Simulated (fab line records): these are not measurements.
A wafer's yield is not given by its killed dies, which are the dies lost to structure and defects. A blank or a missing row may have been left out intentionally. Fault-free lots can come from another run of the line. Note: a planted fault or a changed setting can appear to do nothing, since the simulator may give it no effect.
Chamber matching ; flow n5 finfet ; N5_BEOL_M2_STRIP_19 on rie diel-06: 4 sister chambers
The step strips in O2. 14 wafers are shown with their chamber, then 7 later ones without.

WAFERS, EACH WITH ITS CHAMBER
wafer;chamber;drypump motor current A (A);showerhead plenum p Torr (Torr);oes product au (a.u.)
L074.1;0;6.3;2.18;0.73
L074.2;1;6.5;2.21;0.87
L074.3;3;5.0;2.16;0.75
L074.4;2;5.9;2.05;0.67
L074.5;1;6.5;2.21;0.86
L074.6;0;6.4;2.18;0.72
L079.1;3;5.0;2.16;0.76
L079.2;0;6.4;2.18;0.72
L079.3;1;6.5;2.21;0.87
L088.1;3;5.0;2.15;0.74
L088.2;0;6.4;2.17;0.71
L088.5;3;5.0;2.15;0.74
L091.1;3;5.0;2.15;0.74
L091.3;1;6.5;2.20;0.82

SIGNATURES, as means of the wafers listed above
reading;chamber 0;chamber 1;chamber 2;chamber 3;scatter within a chamber
drypump motor current A;6.375;6.500;5.900;5.000;0.0274
showerhead plenum p Torr;2.1775;2.2075;2.0500;2.1540;0.0052
oes product au;0.7200;0.8550;0.6700;0.7460;0.0149
Rule: a wafer's distance from a chamber is the root of the sum, over the readings, of the square of ((its reading less the chamber's mean) divided by the reading's scatter). The wafer belongs to the nearest chamber; if the next one is less than 2 further off, it can't be placed. The scatter: take each reading less its chamber's mean, square it, sum over the shown wafers, divide by the number of wafers less the number of chambers, and take the root.

WAFERS WHOSE CHAMBER IS MISSING
wafer;drypump motor current A (A);showerhead plenum p Torr (Torr);oes product au (a.u.)
L091.6;6.4;2.17;0.70
L094.1;6.3;2.17;0.70
L094.2;5.0;2.15;0.73
L094.5;5.9;2.04;0.91
L097.1;6.5;2.19;0.82
L097.3;5.0;2.15;0.74
L097.5;6.5;2.19;0.81

WHICH CHAMBER EACH WENT THROUGH
wafer;from the rows above;in truth
L091.6;0;0
L094.1;0;0
L094.2;3;3
L094.5;2;2
L097.1;1;1
L097.3;3;3
L097.5;1;1
7 of 7 placed correctly. Not placeable from these rows: 0. Placed wrongly: 0.
